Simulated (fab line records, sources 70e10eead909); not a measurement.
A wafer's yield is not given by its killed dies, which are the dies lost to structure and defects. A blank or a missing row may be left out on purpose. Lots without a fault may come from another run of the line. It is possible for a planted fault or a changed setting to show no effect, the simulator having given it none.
Which tool is to blame? :: flow nand harc :: 12 lots (36 wafers sampled), 1 step of a 1159-step route

WHAT THE GAUGES SHOWED, per wafer
NHARC_P_M2_CD_MEAS_16.
lot: L075
measured: day 6 18:05
on: cd sem-01
cd nm (nm): 168.8 169.5 170.4

lot: L078
measured: day 6 22:56
on: cd sem-02
cd nm (nm): 169.5 169.5 168.5

lot: L079
measured: day 7 11:05
on: cd sem-01
cd nm (nm): 169.8 169.6 169.6

lot: L081
measured: day 7 22:31
on: cd sem-03
cd nm (nm): 169.1 170.4 170.0

lot: L083
measured: day 8 12:51
on: cd sem-03
cd nm (nm): 170.3 169.9 169.5

lot: L085
measured: day 9 02:31
on: cd sem-01
cd nm (nm): 170.4 171.1 170.1

lot: L088
measured: day 9 14:22
on: cd sem-02
cd nm (nm): 171.3 171.5 170.3

lot: L089
measured: day 10 06:55
on: cd sem-03
cd nm (nm): 169.5 170.7 169.0

lot: L090
measured: day 10 08:15
on: cd sem-02
cd nm (nm): 168.9 168.6 170.6

lot: L092
measured: day 11 00:13
on: cd sem-01
cd nm (nm): 171.0 171.0 171.2

lot: L095
measured: day 11 09:30
on: cd sem-02
cd nm (nm): 170.5 170.8 170.8

lot: L097
measured: day 12 01:40
on: cd sem-01
cd nm (nm): 170.1 170.7 170.1

WHAT TOOL EACH LOT RAN ON (gives the tool, then ch and the chambers of the sampled wafers, and finally the start)
Record: no process step prior to these readings.

THE ANSWER, worked out from the rows above alone
Rule: the lots themselves supply what counts as usual. The widest of any qualifying gaps counts: lots, ordered by their means at a reading, are off when they make up no more than a third of the lots, leave a main group of 4 or more, and stand apart from it by 3 or more times the standard deviation of that group's means. A main group whose means are all the same, to the digits that the tables above print for the reading, isn't used. Also off: a lot with no number at a reading for which 4 or more lots have one. The other lots that the step has rows for count as sound.
None of the lots is off at any reading shown; this tells nothing.

WHAT THE SIMULATOR HAD PUT IN
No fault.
